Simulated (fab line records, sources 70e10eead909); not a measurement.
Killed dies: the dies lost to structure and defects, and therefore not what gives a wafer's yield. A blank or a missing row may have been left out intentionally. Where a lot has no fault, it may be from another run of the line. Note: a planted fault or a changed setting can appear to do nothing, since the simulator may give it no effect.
Matching of chambers ; flow nand-harc ; rie-si-02 running NHARC_A_DECK1_JOINT_ETCHBACK_07: 4 sister chambers
The step etches the open film in HBr, target depth 105 nm, time 26.9 s. 8 wafers are shown with their chamber, then 8 later ones without.

WAFERS WITH THEIR CHAMBER
wafer;chamber;drypump-motor-current-A (A);oes-product-au (a.u.)
L077.5;0;6.1;0.993
L079.1;2;5.2;1.005
L079.5;0;6.0;0.994
L079.6;3;5.7;0.980
L084.5;2;5.2;1.000
L086.2;3;5.7;0.981
L086.6;1;5.6;1.002
L092.1;1;5.6;1.008

WAFERS WITH NO CHAMBER GIVEN
wafer;drypump-motor-current-A (A);oes-product-au (a.u.)
L092.5;5.2;1.000
L092.6;5.6;1.009
L093.1;6.0;0.993
L093.3;5.2;0.993
L093.6;5.6;1.014
L097.1;5.7;0.985
L097.5;6.0;0.988
L097.6;5.7;1.001

THE CHAMBER EACH PASSED THROUGH
wafer;from the rows above;in truth
L092.5;2;2
L092.6;1;1
L093.1;0;0
L093.3;2;2
L093.6;1;1
L097.1;3;3
L097.5;0;0
L097.6;1;1
Placed correctly: 8 of 8. Left unplaced by these rows: 0. 0 placed wrongly.
How it was worked out, from the rows above alone: a wafer's distance from a chamber is the root of the sum, over the readings, of the square of ((its reading less the chamber's mean) divided by the reading's scatter). If the next closest chamber is less than 2 further off than the closest, the wafer can't be placed; otherwise it belongs to the closest. Each chamber's mean is taken over the wafers shown for it. The scatter: take each reading less its chamber's mean, square it, sum over the shown wafers, divide by the number of wafers less the number of chambers, and take the root.
